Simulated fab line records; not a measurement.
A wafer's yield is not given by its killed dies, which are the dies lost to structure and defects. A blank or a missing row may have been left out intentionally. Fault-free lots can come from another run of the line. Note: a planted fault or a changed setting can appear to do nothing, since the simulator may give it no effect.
Code-filled problem report in 8D (eight disciplines) form ; flow nandHarc ; the parts of the form that need people (team, actions taken, sign-off) are left out

== 1. PROBLEM STATEMENT ==
At NHARC_A_ONON_D1_THK_MEAS_05, thkNm averages 1430 nm over 6 wafers from 2 lots, while fault-free wafers read 1002 nm, standard deviation 8.1. Relative to the usual mean, that is a shift of +53 standard deviations.
The step: measures by ellipsometry.
Earliest sighting: wafer L358.1 on filmMetro-02 at day 12 00:53. At this step, 39 wafers from 13 lots have a number in the record. Rule for "out", or "out of limits": more than 4 standard deviations from the usual mean. All remaining wafers that have a number are taken as sound.

== 2. WHAT IT IS; WHAT IT IS NOT ==
question;is;is not
which readings at this step;thkNm;-
which lots;L358, L359;L341, L343, L344, L345, L347, L348, L350, L360, L361, L362, L363
which wafers of those lots;all that have a number;-
read on which gauges;filmMetro-01, filmMetro-02;-
when;from day 12 00:53;"up to then (21 sound wafers); but 12 sound wafers of L360, L361, L362, L363 came after"

== 3. SUSPECTS, AND WHAT RULES EACH OUT ==
Counting: a tool at any process step up to the reading remains a suspect when it ran all the lots that are out and ran no sound lot after the first of those.
- the gauge at NHARC_A_ONON_D1_THK_MEAS_05: ruled out. Those wafers that are out were read across 2 gauges (filmMetro-01, filmMetro-02).
- rieDiel-05 at NHARC_P_BONDPAD_ACTIVATE_29 (chemistry N2, time 60 s): ruled out as a lasting fault. Following L358 (day 11 00:43), the first lot on it that is out, the sound lots L361, L362, L363 were run on it.
- pecvdOnon-02 at NHARC_A_ONON_D1_DEP_03 (target thk 1000 nm): kept. It processed each lot that is out, first L358 at day 12 00:23, and no sound lot thereafter; up to then, the last sound lot it processed was L350 at day 10 00:05.
After counting, what remains is pecvdOnon-02 at NHARC_A_ONON_D1_DEP_03.

== 4. THE CAUSE (what the simulator had put in) ==
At NHARC_A_ONON_D1_DEP_03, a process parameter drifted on pecvdOnon-02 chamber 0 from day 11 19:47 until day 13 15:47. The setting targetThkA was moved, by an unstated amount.
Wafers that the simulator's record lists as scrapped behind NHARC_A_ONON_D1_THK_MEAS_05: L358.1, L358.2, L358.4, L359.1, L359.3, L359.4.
After counting, this tool was the only one left.

== 5. SEQUENCE OF EFFECTS, ordered by route ==
Each row: a reading where the mean over the struck wafers with a number is more than 3 standard deviations away from the usual. Scope: only readings with a usual standard deviation given in the record; hours: median across lots of the time from each lot's start at the first step in this table that gives one to its start at this step; sigmas: change in usual standard deviations.
hours;step;reading;usual;on struck wafers;change;sigmas
0;NHARC_A_ONON_D1_THK_MEAS_05;thkNm;1002 nm;1430;+428;+53

== 6. WHAT WOULD HAVE CAUGHT IT SOONER ==
Counted from the fault's start at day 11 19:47, it took 5 hours until the first out-of-limits reading at a measuring or inspecting step in this record, taken at day 12 00:53.
Of the lots that are out (2), L359 began NHARC_A_ONON_D1_DEP_03 on pecvdOnon-02 after day 12 00:53. Holding the tool at that time would have saved it.
